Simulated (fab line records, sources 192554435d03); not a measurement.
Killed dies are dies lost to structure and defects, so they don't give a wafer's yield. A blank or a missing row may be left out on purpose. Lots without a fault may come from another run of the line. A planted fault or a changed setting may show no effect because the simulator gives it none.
Chamber matching | flow n5_finfet | N5_BEOL_M6_CURE_75 on uv_cure-02: 3 sister chambers
The step cures SiCOH lowk, time 120 s. 6 wafers are shown with their chamber, then 10 later ones without.

WAFERS WITH THEIR CHAMBER
wafer  | chamber | wafer_temp_C_max | lamp_power_pct (%)
L084.2 | 2       | 371.5            | 52.36
L084.5 | 2       | 372.2            | 52.37
L085.4 | 1       | 373.3            | 52.30
L085.6 | 1       | 373.6            | 52.29
L087.2 | 0       | 370.8            | 52.22
L087.4 | 0       | 371.4            | 52.30

WAFERS WITHOUT THEIR CHAMBER
wafer  | wafer_temp_C_max | lamp_power_pct (%)
L087.6 | 371.4            | 52.20
L091.3 | 371.7            | 52.19
L091.4 | 371.4            | 52.26
L091.6 | 371.2            | 52.36
L093.2 | 372.2            | 52.21
L093.5 | 370.9            | 52.33
L093.6 | 371.6            | 52.28
L095.1 | 371.2            | 52.27
L095.2 | 371.0            | 52.33
L095.3 | 371.2            | 52.30

WHICH CHAMBER EACH WENT THROUGH
wafer  | from the rows above          | in truth
L087.6 | 0                            | 0
L091.3 | 0                            | 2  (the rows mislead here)
L091.4 | 0                            | 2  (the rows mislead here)
L091.6 | can't be placed: 2 or 0      | 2
L093.2 | can't be placed: 0 or 1 or 2 | 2
L093.5 | can't be placed: 0 or 2      | 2
L093.6 | can't be placed: 0 or 2      | 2
L095.1 | 0                            | 0
L095.2 | can't be placed: 0 or 2      | 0
L095.3 | can't be placed: 0 or 2      | 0
Placed correctly: 2 of 10. Can't be placed from these rows: 6 (the true chamber is among the candidates in 6). Placed wrongly: 2.
How it was worked out, from the rows above alone: a wafer's distance from a chamber is the root of the sum, over the readings, of the square of ((its reading less the chamber's mean) divided by the reading's scatter). The wafer belongs to the nearest chamber; if the next one is less than 2 further off, it can't be placed. A chamber's mean is the mean of its shown wafers. The scatter: the root of (the sum of the squares of (reading less its chamber's mean) over the shown wafers, divided by (wafers less chambers)).
